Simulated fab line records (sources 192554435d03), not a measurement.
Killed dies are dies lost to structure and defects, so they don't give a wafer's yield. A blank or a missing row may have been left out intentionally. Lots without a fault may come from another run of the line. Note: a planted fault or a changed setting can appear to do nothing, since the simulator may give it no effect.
fab line records + flow n5Finfet
record:
- lots: 11
- wafers: 27
- lastDay: 17
route steps=1938 shown GATE_CUT@513 MOL_CONTACT_COAG@529 BEOL_M4@1111 PASSIVATION@1936
lots that met no fault: from a run of the same line without faults
startH: hours from the record's first day to the start of the lot's first wafer shown + waitH: how many hours have passed since the lot's step before this one + " as in the row above + L1.1+2: several wafers, shown together as one row + - either no value or no given start + * or withheld: withheld + < > ~ a bound
route shown NAME@n: a module of which the file shows steps, and the number in the route of the first + usual: mean/standard deviation taken from wafers without a fault + same: alike in all rows + chamber/n: place in a boat + sites: readings site by site + _std_site: their standard deviation + _edge_site: inner sites' mean taken away from outer sites' mean + radiusMm: how far each site lies from the wafer's centre + mask NAME#n: copy n + behind: the tool/chamber that last shaped the wafer + hold: why the lot went on hold/how many hours it stayed there/how the hold came to an end + device: names the non-switching transistor (n, p or np) + end of line: at the end of the route, the tests of the same wafers + step lacking rows: just its recipe + killed: count of dies lost to structure and defects at first sort (not the wafer's yield) + map: the dies of a wafer, with x for killed, . for not killed, _ for no die there
set.NAME: the setting the step ran with; set.NAME@STEP: the setting that earlier step ran with + model.NAME: the simulator's own value behind a step, which no gauge read
a sample of lots followed through the steps of the route, with each step as a table and each wafer as a row
services: a tool's chamber out of use, with start hour (startH, from the record's first day; less than 0 if before it), hours out, and reason
== steps ==
step: N5_GATE_CUT_CMP_43
recipe:
- material: SiO2
- postCmpClean: rinseOnly
usual:
- motorCurrentA: 12.1/1.3
- retainingRingPressureFrac: 1.000/0.0047
| lot.wafer | tool   | chamber | startH | waitH | motorCurrentA | retainingRingPressureFrac |
|-----------|--------|---------|--------|-------|---------------|---------------------------|
| L749.3    | cmp-02 | 2       | 88.45  | 0.1   | 13.0          | 0.995                     |
| L749.2    | "      | 3       | "      | "     | 12.0          | 0.999                     |
| L749.1    | "      | 0       | "      | "     | 11.9          | 0.997                     |
| L750.1    | cmp-04 | 1       | 92.18  | 0.0   | 10.1          | 1.008                     |
| L750.4    | "      | 2       | "      | "     | 13.6          | 1.003                     |
| L753.4    | cmp-03 | 2       | 114.35 | 0.0   | 11.1          | 1.000                     |
| L753.3    | "      | 3       | "      | "     | 10.3          | 1.000                     |
| L753.1    | "      | 1       | "      | "     | 13.3          | 0.997                     |
| L758.4    | cmp-04 | 2       | 141.58 | 0.3   | 13.1          | 1.002                     |
| L758.6    | "      | 0       | "      | "     | 10.2          | 0.994                     |
| L759.1    | cmp-04 | 2       | 146.23 | 0.0   | 13.6          | 1.007                     |
| L759.3    | "      | 0       | "      | "     | 10.2          | 0.993                     |
| L759.4    | "      | 1       | "      | "     | 10.2          | 0.994                     |
| L761.1    | cmp-02 | 3       | 161.71 | 0.1   | 12.0          | 1.001                     |
| L761.5    | "      | 3       | "      | "     | 13.0          | 0.992                     |
| L766.1    | cmp-03 | 3       | 192.25 | 0.0   | 10.0          | 1.005                     |
| L766.5    | "      | 0       | "      | "     | 13.1          | 0.993                     |
| L767.3    | cmp-03 | 2       | 195.24 | 0.1   | 11.6          | 1.002                     |
| L767.4    | "      | 3       | "      | "     | 10.3          | 1.010                     |
| L768.2    | cmp-03 | 2       | 206.46 | 0.0   | 11.8          | 1.002                     |
| L768.6    | "      | 3       | "      | "     | 10.1          | 0.997                     |
| L770.4    | cmp-04 | 0       | 218.65 | 0.0   | 9.7           | 0.997                     |
| L770.3    | "      | 3       | "      | "     | 12.5          | 1.000                     |
| L770.6    | "      | 0       | "      | "     | 10.1          | 0.996                     |
| L772.4    | cmp-02 | 3       | 226.67 | 0.1   | 12.1          | 1.004                     |
| L772.6    | "      | 2       | "      | "     | 12.7          | 0.998                     |
| L772.5    | "      | 3       | "      | "     | 12.9          | 1.000                     |
step: N5_MOL_CONTACT_COAG_DESCUM_13
recipe:
- chemistry: O2
- timeS: 7
- sourcePowerW: 50
- biasPowerW: 20
- pressureMtorr: 20
- rfFrequencyHz: 2.712e+07
- tempC: 40
- resist: CAR-EUV
- o2FlowSccm: 225
usual:
- drypumpMotorCurrentA: 5.7/0.42
- oesProductAu: 0.78/0.092
- rfVppV: 243.5/1.5
- showerheadPlenumPTorr: 2.10/0.085
- tempC: 40.00/0.11
- throttleValvePct: 20.47/0.25
same:
- timeS: 7
| lot.wafer | tool       | chamber | startH | waitH | drypumpMotorCurrentA | oesProductAu | rfHoursCounterH | rfVppV | showerheadPlenumPTorr | tempC | throttleValvePct |
|-----------|------------|---------|--------|-------|----------------------|--------------|-----------------|--------|-----------------------|-------|------------------|
| L749.1    | rieDiel-02 | 2       | 89.62  | 0.0   | 5.3                  | 0.70         | 258             | 241.1  | 1.97                  | 40.02 | 20.84            |
| L749.2    | "          | 3       | "      | "     | 6.4                  | 0.85         | 50              | 243.1  | 2.12                  | 40.05 | 20.10            |
| L749.3    | "          | 0       | "      | "     | 5.0                  | 0.73         | 185             | 242.4  | 1.98                  | 40.05 | 20.56            |
| L750.1    | rieDiel-03 | 1       | 93.43  | 0.0   | 6.1                  | 0.70         | 223             | 241.9  | 2.06                  | 39.86 | 20.19            |
| L750.4    | "          | 0       | "      | "     | 5.4                  | 0.69         | 208             | 242.0  | 1.97                  | 40.20 | 20.55            |
| L753.1    | rieDiel-01 | 1       | 115.55 | 0.1   | 6.1                  | 0.76         | 163             | 243.1  | 2.09                  | 40.10 | 20.46            |
| L753.3    | "          | 3       | "      | "     | 5.8                  | 0.71         | 181             | 244.3  | 2.17                  | 40.02 | 20.93            |
| L753.4    | "          | 2       | "      | "     | 5.1                  | 0.92         | 24              | 243.5  | 2.06                  | 39.87 | 20.26            |
| L758.4    | rieDiel-02 | 1       | 142.49 | 0.0   | 5.9                  | 0.67         | -               | 241.0  | 1.95                  | 39.86 | 20.45            |
| L758.6    | "          | 0       | "      | "     | 5.1                  | 0.72         | -               | 242.1  | 1.97                  | 40.20 | 20.59            |
| L759.1    | rieDiel-01 | 2       | 147.49 | 0.0   | 5.1                  | 0.90         | 36              | 243.1  | 2.06                  | 39.97 | 20.29            |
| L759.3    | "          | 1       | "      | "     | 6.1                  | 0.77         | 175             | 242.5  | 2.09                  | 40.11 | 20.46            |
| L759.4    | "          | 1       | "      | "     | 6.1                  | 0.76         | -               | 242.3  | 2.09                  | 40.00 | 20.46            |
| L761.1    | rieDiel-01 | 2       | 162.76 | 0.0   | 5.1                  | 0.88         | 42              | 242.9  | 2.06                  | 40.01 | 20.30            |
| L761.5    | "          | 1       | "      | "     | 6.1                  | 0.75         | -               | 242.6  | 2.09                  | 40.02 | 20.48            |
| L766.1    | rieDiel-03 | 3       | 193.51 | 0.0   | 6.0                  | 0.83         | 75              | 243.8  | 2.15                  | 39.95 | 20.41            |
| L766.5    | "          | 3       | "      | "     | 6.0                  | 0.84         | -               | 245.8  | 2.15                  | 39.83 | 20.41            |
| L767.3    | rieDiel-02 | 0       | 196.41 | 0.0   | 5.1                  | 0.70         | 227             | 241.3  | 1.96                  | 39.96 | 20.61            |
| L767.4    | "          | 1       | "      | "     | 5.9                  | 0.97         | 1               | 245.5  | 2.21                  | 40.02 | 20.04            |
| L768.2    | rieDiel-02 | 0       | 207.81 | 0.3   | 5.0                  | 0.70         | 232             | 241.5  | 1.96                  | 40.17 | 20.62            |
| L768.6    | "          | 3       | "      | "     | 6.4                  | 0.80         | -               | 244.4  | 2.10                  | 39.97 | 20.18            |
| L770.3    | rieDiel-01 | 1       | 219.79 | 0.0   | 6.1                  | 0.73         | 199             | 243.4  | 2.08                  | 39.99 | 20.51            |
| L770.4    | "          | 2       | "      | "     | 5.1                  | 0.86         | 60              | 240.9  | 2.05                  | 39.90 | 20.35            |
| L770.6    | "          | 0       | "      | "     | 5.8                  | 0.69         | -               | 244.1  | 2.16                  | 40.08 | 20.42            |
| L772.4    | rieDiel-03 | 3       | 227.74 | 0.0   | 6.0                  | 0.83         | -               | 245.1  | 2.15                  | 40.05 | 20.44            |
| L772.5    | "          | 2       | "      | "     | 5.5                  | 0.73         | -               | 244.0  | 2.12                  | 40.01 | 20.72            |
| L772.6    | "          | 0       | "      | "     | 5.4                  | 0.98         | -               | 245.5  | 2.22                  | 40.01 | 20.15            |
step: N5_MOL_CONTACT_COAG_CONTACT_ETCH_14
recipe:
- chemistry: C4F6/O2
- target: SiO2
- targetDepthA: 275
- overetchA: 85
- maskMaterial: SOC
- pressureMtorr: 30
- sourceW: 370
- biasW: 185
- Ar_flow_sccm: 300
- C4F6_flow_sccm: 16
- O2_flow_sccm: 10
- timeS: 20
- ionEnergyEv: 259.6
usual:
- drypumpMotorCurrentA: 5.7/0.42
- oesProductAu: 0.67/0.075
- rfFwdPowerW: 363.5/2.2
- rfVppV: 693/3.7
- showerheadPlenumPTorr: 2.89/0.12
- throttleValvePct: 21.31/0.26
same:
- timeS: 20
| lot.wafer | tool       | chamber | startH | waitH | drypumpMotorCurrentA | oesProductAu | rfFwdPowerW | rfHoursCounterH | rfVppV | showerheadPlenumPTorr | throttleValvePct |
|-----------|------------|---------|--------|-------|----------------------|--------------|-------------|-----------------|--------|-----------------------|------------------|
| L749.1    | rieDiel-02 | 2       | 89.81  | 0.0   | 5.3                  | 0.60         | 366.1       | 258             | 688    | 2.75                  | 21.82            |
| L749.2    | "          | 3       | "      | "     | 6.4                  | 0.74         | 365.0       | 50              | 695    | 2.97                  | 21.33            |
| L749.3    | "          | 0       | "      | "     | 5.0                  | 0.62         | 360.7       | 185             | 688    | 2.74                  | 21.38            |
| L750.1    | rieDiel-03 | 1       | 93.62  | 0.0   | 6.2                  | 0.61         | 363.3       | 223             | 692    | 2.82                  | 20.90            |
| L750.4    | "          | 0       | "      | "     | 5.4                  | 0.61         | 363.6       | 208             | 689    | 2.70                  | 21.23            |
| L753.1    | rieDiel-01 | 1       | 115.74 | 0.0   | 6.0                  | 0.64         | 365.0       | 163             | 693    | 2.87                  | 21.21            |
| L753.3    | "          | 3       | "      | "     | 5.8                  | 0.61         | 363.4       | 181             | 696    | 2.98                  | 21.75            |
| L753.4    | "          | 2       | "      | "     | 5.1                  | 0.77         | 362.5       | 24              | 690    | 2.80                  | 20.91            |
| L758.4    | rieDiel-02 | 1       | 142.67 | 0.0   | 5.9                  | 0.59         | 362.5       | -               | 688    | 2.71                  | 21.35            |
| L758.6    | "          | 0       | "      | "     | 5.1                  | 0.61         | 361.0       | -               | 688    | 2.73                  | 21.41            |
| L759.1    | rieDiel-01 | 2       | 147.68 | 0.0   | 5.2                  | 0.75         | 361.0       | 36              | 690    | 2.80                  | 20.92            |
| L759.3    | "          | 1       | "      | "     | 6.1                  | 0.64         | 364.2       | 175             | 692    | 2.87                  | 21.24            |
| L759.4    | "          | 1       | "      | "     | 6.1                  | 0.64         | 365.2       | -               | 695    | 2.87                  | 21.23            |
| L761.1    | rieDiel-01 | 2       | 162.94 | 0.0   | 5.1                  | 0.75         | 361.9       | 42              | 692    | 2.80                  | 20.92            |
| L761.5    | "          | 1       | "      | "     | 6.1                  | 0.64         | 364.9       | -               | 693    | 2.86                  | 21.25            |
| L766.1    | rieDiel-03 | 3       | 193.69 | 0.0   | 6.0                  | 0.71         | 363.6       | 75              | 693    | 2.93                  | 21.12            |
| L766.5    | "          | 3       | "      | "     | 6.0                  | 0.71         | 364.2       | -               | 694    | 2.93                  | 21.12            |
| L767.3    | rieDiel-02 | 0       | 196.60 | 0.0   | 5.1                  | 0.60         | 448.5       | 227             | 644    | 2.72                  | 21.44            |
| L767.4    | "          | 1       | "      | "     | 5.9                  | 0.84         | 364.3       | 1               | 699    | 3.04                  | 20.95            |
| L768.2    | rieDiel-02 | 0       | 208.00 | 0.0   | 5.0                  | 0.59         | 449.5       | 232             | 643    | 2.72                  | 21.44            |
| L768.6    | "          | 3       | "      | "     | 6.4                  | 0.70         | 362.9       | -               | 695    | 2.96                  | 21.40            |
| L770.3    | rieDiel-01 | 1       | 219.97 | 0.0   | 6.1                  | 0.63         | 364.9       | 199             | 692    | 2.86                  | 21.26            |
| L770.4    | "          | 2       | "      | "     | 5.1                  | 0.73         | 361.0       | 60              | 690    | 2.79                  | 20.95            |
| L770.6    | "          | 0       | "      | "     | 5.8                  | 0.61         | 360.7       | -               | 696    | 2.97                  | 21.30            |
| L772.4    | rieDiel-03 | 3       | 227.92 | 0.0   | 6.0                  | 0.70         | 362.2       | -               | 693    | 2.92                  | 21.15            |
| L772.5    | "          | 2       | "      | "     | 5.6                  | 0.63         | 365.5       | -               | 693    | 2.90                  | 21.50            |
| L772.6    | "          | 0       | "      | "     | 5.4                  | 0.84         | 363.7       | -               | 698    | 3.02                  | 20.85            |
step: N5_MOL_CONTACT_COAG_TI_SIL_19
recipe:
- material: Ti
- targetThkA: 42
- tempC: 200
- chamberPressurePa: 5
- powerW: 5000
- timeS: 15
usual:
- throttleValvePct: 30.2/0.88
same:
- timeS: 15
| lot.wafer | tool          | chamber | startH | waitH | throttleValvePct |
|-----------|---------------|---------|--------|-------|------------------|
| L749.1    | pvdSputter-02 | -       | 90.80  | 0.5   | 32.1             |
| L749.2    | "             | -       | "      | "     | 29.6             |
| L749.3    | "             | -       | "      | "     | 29.9             |
| L750.1    | pvdSputter-02 | -       | 94.30  | 0.2   | 32.3             |
| L750.4    | "             | -       | "      | "     | 29.7             |
| L753.1    | pvdSputter-01 | -       | 116.49 | 0.2   | 30.0             |
| L753.3    | "             | -       | "      | "     | 29.4             |
| L753.4    | "             | -       | "      | "     | 28.6             |
| L758.4    | pvdSputter-02 | -       | 144.22 | 0.9   | 29.7             |
| L758.6    | "             | -       | "      | "     | 29.9             |
| L759.1    | pvdSputter-02 | -       | 148.88 | 0.2   | 32.3             |
| L759.3    | "             | -       | "      | "     | 29.6             |
| L759.4    | "             | -       | "      | "     | 29.8             |
| L761.1    | pvdSputter-01 | -       | 163.85 | 0.4   | 28.5             |
| L761.5    | "             | -       | "      | "     | 28.5             |
| L766.1    | pvdSputter-03 | -       | 194.43 | 0.2   | 31.7             |
| L766.5    | "             | -       | "      | "     | 30.4             |
| L767.3    | pvdSputter-03 | -       | 198.70 | 1.2   | 31.3             |
| L767.4    | "             | -       | "      | "     | 30.4             |
| L768.2    | pvdSputter-01 | -       | 208.75 | 0.2   | 29.4             |
| L768.6    | "             | -       | "      | "     | 30.0             |
| L770.3    | pvdSputter-03 | -       | 220.82 | 0.2   | 31.7             |
| L770.4    | "             | -       | "      | "     | 30.2             |
| L770.6    | "             | -       | "      | "     | 29.7             |
| L772.4    | pvdSputter-03 | -       | 228.58 | 0.1   | 30.1             |
| L772.5    | "             | -       | "      | "     | 30.4             |
| L772.6    | "             | -       | "      | "     | 30.0             |
step: N5_BEOL_M4_RC_MEAS_101
usual:
- DIBL_N: 36.6/2.3
- DIBL_P: 36.3/2.8
- IOFF_N: 0.17/0.047
- IOFF_P: 0.22/0.048
- ION_N: 676/14
- ION_P: 463/9.4
- SS_N: 71.6/0.84
- SS_P: 73.4/0.85
- VT_N: 249/3.7
- VT_P: -249/3.6
| lot.wafer | tool      | chamber | startH | waitH | DIBL_N[mV/V] | DIBL_P[mV/V] | IOFF_N[nA/um] | IOFF_P[nA/um] | ION_N[uA/um] | ION_P[uA/um] | SS_N[mV/dec] | SS_P[mV/dec] | VT_N[mV] | VT_P[mV] |
|-----------|-----------|---------|--------|-------|--------------|--------------|---------------|---------------|--------------|--------------|--------------|--------------|----------|----------|
| L749.1    | prober-02 | 0       | 167.15 | 0.0   | 35.1         | 32.6         | 0.15          | 0.18          | 667          | 461          | 72.0         | 73.0         | 249      | -249     |
| L749.2    | "         | 0       | "      | "     | 34.6         | 33.7         | 0.13          | 0.18          | 679          | 470          | 70.9         | 71.8         | 253      | -249     |
| L749.3    | "         | 0       | "      | "     | 37.2         | 37.4         | 0.18          | 0.24          | 674          | 467          | 71.3         | 73.8         | 248      | -248     |
| L750.1    | prober-01 | 0       | 179.42 | 0.0   | 36.9         | 36.2         | 0.16          | 0.22          | 660          | 461          | 71.9         | 73.2         | 249      | -249     |
| L750.4    | "         | 0       | "      | "     | 35.2         | 33.8         | 0.14          | 0.19          | 671          | 462          | 71.6         | 72.3         | 254      | -254     |
| L753.1    | prober-02 | 0       | 188.09 | 0.0   | 36.2         | 36.8         | 0.14          | 0.19          | 661          | 457          | 70.4         | 74.2         | 252      | -254     |
| L753.3    | "         | 0       | "      | "     | 36.8         | 38.0         | 0.16          | 0.21          | 674          | 462          | 71.6         | 73.8         | 249      | -251     |
| L753.4    | "         | 0       | "      | "     | 40.1         | 39.1         | 0.21          | 0.23          | 681          | 452          | 71.8         | 74.6         | 246      | -253     |
| L758.4    | prober-01 | 0       | 220.99 | 0.5   | 38.0         | 39.6         | 0.23          | 0.33          | 697          | 481          | 71.9         | 74.5         | 246      | -240     |
| L758.6    | "         | 0       | "      | "     | 36.7         | 37.7         | 0.19          | 0.27          | 677          | 471          | 72.0         | 74.3         | 249      | -242     |
| L759.1    | prober-01 | 0       | 228.44 | 0.0   | 36.1         | 36.6         | 0.14          | 0.20          | 670          | 461          | 70.8         | 73.4         | 250      | -250     |
| L759.3    | "         | 0       | "      | "     | 32.4         | 30.0         | 0.09          | 0.12          | 662          | 453          | 70.4         | 71.4         | 257      | -257     |
| L759.4    | "         | 0       | "      | "     | 36.0         | 36.9         | 0.15          | 0.21          | 692          | 468          | 70.9         | 72.8         | 249      | -250     |
| L761.1    | prober-01 | 0       | 238.23 | 0.0   | 37.7         | 37.3         | 0.18          | 0.24          | 692          | 473          | 71.2         | 73.7         | 245      | -247     |
| L761.5    | "         | 0       | "      | "     | 38.0         | 38.8         | 0.21          | 0.26          | 684          | 469          | 71.5         | 73.6         | 243      | -245     |
| L766.1    | prober-02 | 0       | 265.61 | 0.0   | 39.0         | 40.8         | 0.24          | 0.32          | 689          | 475          | 72.3         | 74.6         | 241      | -241     |
| L766.5    | "         | 0       | "      | "     | 37.3         | 36.9         | 0.20          | 0.24          | 683          | 471          | 72.7         | 74.1         | 247      | -248     |
| L767.3    | prober-01 | 0       | 273.90 | 0.3   | 33.5         | 33.8         | 0.12          | 0.17          | 658          | 456          | 70.8         | 71.8         | 251      | -252     |
| L767.4    | "         | 0       | "      | "     | 36.1         | 36.4         | 0.16          | 0.22          | 679          | 466          | 71.5         | 73.1         | 250      | -250     |
| L768.2    | prober-01 | 0       | 287.18 | 0.2   | 36.6         | 38.3         | 0.16          | 0.25          | 679          | 473          | 73.0         | 73.3         | 248      | -247     |
| L768.6    | "         | 0       | "      | "     | 35.3         | 36.4         | 0.14          | 0.21          | 672          | 471          | 71.3         | 73.1         | 253      | -249     |
| L770.3    | prober-02 | 0       | 291.28 | 0.3   | 36.4         | 35.4         | 0.16          | 0.19          | 668          | 458          | 71.6         | 72.9         | 250      | -252     |
| L770.4    | "         | 0       | "      | "     | 34.7         | 33.0         | 0.13          | 0.17          | 688          | 471          | 71.2         | 72.6         | 250      | -251     |
| L770.6    | "         | 0       | "      | "     | 36.7         | 35.2         | 0.16          | 0.20          | 681          | 469          | 71.7         | 73.6         | 252      | -248     |
| L772.4    | prober-02 | 0       | 310.46 | 0.5   | 39.1         | 40.3         | 0.23          | 0.30          | 704          | 479          | 72.8         | 74.6         | 243      | -245     |
| L772.5    | "         | 0       | "      | "     | 33.5         | 33.6         | 0.14          | 0.18          | 688          | 474          | 71.2         | 73.0         | 248      | -249     |
| L772.6    | "         | 0       | "      | "     | 38.9         | 37.9         | 0.22          | 0.25          | 683          | 468          | 72.8         | 73.7         | 246      | -244     |
step: N5_PASSIVATION_PROBE_49
usual:
- defectLimitedYield: 91.5/1.5
- killed_at_M0_to_M3: 33/9.9
- killed_at_M4_up: 14/5.2
- killedAtContacts: 11/5.2
- killedAtFrontEnd: 38/10
- killedAtOther: 4/3.5
- killedDies: 100/18
- killedOpen: 66/14
- killedShort: 32/6.9
- sort_bin_5_function: 5.0/1
- sort_bin_6_memory: 3.1/0.69
- sortNPass: 1080/18
- sortYieldPct: 91.5/1.5
same:
- grossDies: 1180
- killedAtBackSide: 0
- sort_bin_4_leakage[%]: 0
- sort_bin_8_speed[%]: 0
| lot.wafer | tool      | chamber | startH | waitH | defectLimitedYield[%] | killed_at_M0_to_M3 | killed_at_M4_up | killedAtContacts | killedAtFrontEnd | killedAtOther | killedDies | killedOpen | killedShort | sort_bin_5_function[%] | sort_bin_6_memory[%] | sortNPass | sortYieldPct[%] |
|-----------|-----------|---------|--------|-------|-----------------------|--------------------|-----------------|------------------|------------------|---------------|------------|------------|-------------|------------------------|----------------------|-----------|-----------------|
| L767.3    | prober-01 | -       | 387.24 | 0.1   | 83.0                  | 18                 | 9               | 9                | 163              | 2             | 201        | 45         | 22          | 11.0                   | 3.4                  | 979       | 83.0            |
| L768.2    | prober-01 | -       | 392.15 | 0.1   | 80.4                  | 28                 | 12              | 6                | 181              | 4             | 231        | 63         | 39          | 13.1                   | 4.3                  | 949       | 80.4            |
| L768.6    | prober-01 | -       | 392.35 | 0.3   | 91.0                  | 43                 | 8               | 6                | 47               | 2             | 106        | 65         | 39          | 5.3                    | 3.2                  | 1074      | 91.0            |
killed by level:class
L767.3 HKMG_FIN:unspecified=131 FIN_SAQP:geometricParticle:open=7 MOL_CONTACT_COAG:geometricParticle:open=7 FIN_SAQP:geometricParticle:short=6 BEOL_M3:geometricParticle:open=6 BEOL_M4:geometricParticle:open=5 STI_FIN_REVEAL:geometricParticle:open=4 BEOL_M2:geometricParticle:open=4
L768.2 HKMG_FIN:unspecified=128 FIN_SAQP:geometricParticle:short=15 FIN_SAQP:geometricParticle:open=14 GATE_CUT:geometricParticle:short=7 BEOL_M0_SAQP:geometricParticle:open=7 BEOL_M3:geometricParticle:open=7 STI_FIN_REVEAL:geometricParticle:open=6 MOL_CONTACT_COAG:geometricParticle:open=6
L768.6 FIN_SAQP:geometricParticle:open=16 FIN_SAQP:geometricParticle:short=15 BEOL_M3:geometricParticle:open=13 BEOL_M0_SAQP:geometricParticle:short=9 BEOL_M1:geometricParticle:open=8 BEOL_M0_SAQP:geometricParticle:open=7 STI_FIN_REVEAL:geometricParticle:open=5 STARTING-WAFER:geometricParticle:short=4
== services ==
| tool          | chamber | startH | hours | kind                         |
|---------------|---------|--------|-------|------------------------------|
| cmp-02        | -       | 74.74  | 2.3   | repair                       |
| pvdSputter-01 | -       | 90.43  | 3.6   | repair                       |
| cmp-04        | -       | 94.09  | 4.1   | repair                       |
| rieDiel-02    | 2       | 94.61  | -     | clean                        |
| rieDiel-02    | 2       | 94.61  | -     | consumableReplace:esc        |
| rieDiel-02    | 2       | 94.61  | -     | consumableReplace:focusRing  |
| rieDiel-02    | 2       | 94.61  | -     | consumableReplace:showerhead |
| rieDiel-02    | 2       | 94.61  | 22.5  | scheduledDown                |
| rieDiel-02    | 2       | 94.61  | 22.5  | ventCycle                    |
| pvdSputter-01 | -       | 96.44  | 9.7   | repair                       |
| rieDiel-01    | 3       | 110.08 | 4.3   | repair                       |
| cmp-02        | -       | 113.66 | 4.0   | pm                           |
| rieDiel-03    | 2       | 128.56 | 3.6   | repair                       |
| cmp-03        | -       | 134.55 | 0.3   | repair                       |
| cmp-02        | -       | 134.88 | 1.3   | repair                       |
| rieDiel-02    | 3       | 139.10 | 12.7  | repair                       |
| cmp-03        | -       | 139.44 | 2.7   | repair                       |
| cmp-04        | -       | 143.20 | 1.9   | repair                       |
| rieDiel-01    | 0       | 143.26 | 26.3  | repair                       |
| cmp-04        | -       | 154.83 | 6.4   | pm                           |
| rieDiel-02    | 1       | 177.05 | -     | clean                        |
| cmp-03        | -       | 182.72 | 0.4   | repair                       |
| cmp-04        | -       | 213.83 | 0.9   | repair                       |
| rieDiel-01    | 0       | 227.96 | 4.4   | repair                       |
== key ==
firstSign:
- step: N5_MOL_CONTACT_COAG_CONTACT_ETCH_14
- reading: rfFwdPowerW
- direction: up
- sigmas: 40
- usual: *
- struck: *
effect:
- step: N5_MOL_CONTACT_COAG_CONTACT_ETCH_14
- reading: rfVppV
- direction: down
- sigmas: 13
- usual: 693
- struck: 644
metAt N5_MOL_CONTACT_COAG_CONTACT_ETCH_14
struckLots L767,L768
struckWafers L767.3,L768.2
notActingAt N5_GATE_CUT_CMP_43,N5_MOL_CONTACT_COAG_DESCUM_13,N5_MOL_CONTACT_COAG_TI_SIL_19
onsetBetween 142.67 196.60
earlierFault:
- kind: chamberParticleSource
- tool: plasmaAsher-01
- chamber: 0
- onsetH: 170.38
- steps: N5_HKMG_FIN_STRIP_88
- ratePerVisitCm2: 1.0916
fault:
- kind: processParameterDrift
- tool: rieDiel-02
- chamber: 0
- onsetH: 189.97
- steps: N5_MOL_CONTACT_COAG_CONTACT_ETCH_14
- channel: sourceW
- offset: 88.8
- shape: step
- actsIn: theseRecipesOnly
- stated: 370
